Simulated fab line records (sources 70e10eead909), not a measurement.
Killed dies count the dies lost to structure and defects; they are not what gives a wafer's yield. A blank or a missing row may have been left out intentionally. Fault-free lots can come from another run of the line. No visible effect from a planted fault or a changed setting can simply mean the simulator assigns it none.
Matching of chambers | flow nand harc | NHARC_P_BONDPAD_DESCUM_11 on rie diel-08 has 4 sister chambers
The step chemistry O2, time 3 s. 4 wafers are shown with their chamber, then 12 later ones without.

## EACH WAFER AND ITS CHAMBER
wafer  | chamber | drypump motor current A (A)
L079.2 | 1       | 5.2
L085.4 | 3       | 6.5
L090.3 | 0       | 5.5
L090.6 | 2       | 5.1

## WAFERS WITH NO CHAMBER GIVEN
wafer  | drypump motor current A (A)
L091.2 | 6.5
L091.3 | 5.3
L091.4 | 5.1
L094.1 | 5.5
L094.3 | 5.1
L094.6 | 6.4
L096.1 | 6.5
L096.2 | 5.5
L096.5 | 5.5
L097.2 | 5.3
L097.3 | 6.4
L097.4 | 5.5

## WHICH CHAMBER EACH ONE RAN IN
wafer  | from the rows above          | in truth
L091.2 | 3                            | 3
L091.3 | can't be placed: 1 or 0 or 2 | 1
L091.4 | can't be placed: 2 or 1      | 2
L094.1 | 0                            | 0
L094.3 | can't be placed: 2 or 1      | 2
L094.6 | 3                            | 3
L096.1 | 3                            | 3
L096.2 | 0                            | 0
L096.5 | 0                            | 0
L097.2 | can't be placed: 1 or 0 or 2 | 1
L097.3 | 3                            | 3
L097.4 | 0                            | 0
8 of 12 placed correctly. Can't be placed from these rows: 4 (the true chamber is among the candidates in 4). Placed wrongly: 0.
How it was worked out, from the rows above alone: a wafer's distance from a chamber is the root of the sum, over the readings, of the square of ((its reading less the chamber's mean) divided by the reading's scatter). If the next closest chamber is less than 2 further off than the closest, the wafer can't be placed; otherwise it belongs to the closest. A chamber's mean is the mean of its shown wafers. The scatter: root of mean squared gap, hidden wafer to nearest shown wafer, with one shown wafer a chamber.
